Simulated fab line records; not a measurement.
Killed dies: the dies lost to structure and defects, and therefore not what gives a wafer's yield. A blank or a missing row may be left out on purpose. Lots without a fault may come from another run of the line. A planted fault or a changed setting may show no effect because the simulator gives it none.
Lot-split experiment    flow n5-finfet    21 wafers read from 7 lots, route of 1938 steps

ABOUT THE SPLIT
At N5_BEOL_M11_TRENCH_ETCH_37 (etches SiCOH lowk in C4F6/O2, target depth 148.83 nm, time 48 s), the setting time-s was moved away from the recipe's 48 s on 4 of the 21 wafers read, by -5.9% to +10.1%. The other wafers ran this setting at the recipe's value.

The split's own step is where the reading is taken.

THE READING
BEOL_M11.feature-depth-nm (the simulator's own value, which no gauge read), in nm, at N5_BEOL_M11_TRENCH_ETCH_37 (etches SiCOH lowk in C4F6/O2, target depth 148.83 nm, time 48 s). The file does not state a usual value for it. Here, 17 wafers ran the recipe; their average is 147.8 nm with a standard deviation of 4 nm.

wafer   tool, chamber at the split  time-s as run, s  against the recipe  BEOL_M11.feature-depth-nm, nm  against lot-mates on the recipe
L074.1  rie-diel-01, 1              48                recipe              141.4                          -
L074.2  rie-diel-01, 3              52.83             +10.1%              164                            +22.6
L074.3  rie-diel-01, 2              52.83             +10.1%              167.4                          +26.0
L076.2  rie-diel-06, 1              48                recipe              145.8                          -
L076.3  rie-diel-06, 0              48                recipe              145.2                          -
L076.6  rie-diel-06, 1              48                recipe              148.4                          -
L080.1  rie-diel-01, 2              48                recipe              153                            -
L080.3  rie-diel-01, 1              48                recipe              140.8                          -
L080.6  rie-diel-01, 3              48                recipe              149.6                          -
L078.4  rie-diel-06, 2              48                recipe              149.4                          -
L078.5  rie-diel-06, 3              45.17             -5.9%               138.4                          -11.0
L078.6  rie-diel-06, 0              45.17             -5.9%               136.4                          -13.0
L084.1  rie-diel-01, 1              48                recipe              140.6                          -
L084.2  rie-diel-01, 3              48                recipe              149                            -
L084.4  rie-diel-01, 2              48                recipe              151.6                          -
L089.2  rie-diel-06, 1              48                recipe              151.2                          -
L089.4  rie-diel-06, 3              48                recipe              145.2                          -
L089.6  rie-diel-06, 0              48                recipe              145.6                          -
L093.2  rie-diel-06, 1              48                recipe              152.8                          -
L093.5  rie-diel-06, 2              48                recipe              151                            -
L093.6  rie-diel-06, 1              48                recipe              151.6                          -

FIT RESULTS
A straight line over all 21 wafers: BEOL_M11.feature-depth-nm changes by +1.78 nm for each +1% of time-s; r = +0.87; the points scatter about the line by 3.9 nm.
The same after taking each lot's own level away (the mean of its wafers on the recipe; 21 wafers): +2.31 nm for each +1%; r = +0.94; scatter 3.2 nm.
Per that fit: largest time-s move, reading shift of 23 nm.
The span of the lots' own levels, 141.40 to 151.80 nm, comes to 2.6 times the standard deviation stated above.
Thus the slope moves with the lot-to-lot level: the two fits are different.
Check: for one of the wafers moved furthest among these (+10.1%), held out of the fit, the line's prediction against its lot-mates is +24.1 nm. It came out at +22.6 nm against them.

FURTHER SPLITS ON THESE WAFERS
Before the reading, these wafers also passed through other splits. Each is held against what the fit with the lots' levels taken away leaves over:
other split on the same wafers  wafers away from the commonest value  r with BEOL_M11.feature-depth-nm (lot level and that fit taken away)
N5_BEOL_M7_ETCH_41 source-w     5                                     +0.07
N5_BEOL_M8_COAT_22 spin-rpm     5                                     +0.04
N5_BEOL_M9_COAT_22 spin-rpm     8                                     +0.23
N5_BEOL_M9_ETCH_66 time-s       3                                     +0.10
N5_BEOL_M10_COAT_63 spin-rpm    5                                     -0.14
N5_BEOL_M10_PEB_26 peb-time-s   6                                     +0.22
N5_BEOL_M10_ETCH_41 source-w    8                                     +0.03

FILE'S OWN FIT
BEOL_M11.feature-depth-nm changes by +2.32 nm for each +1% of time-s, r = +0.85.
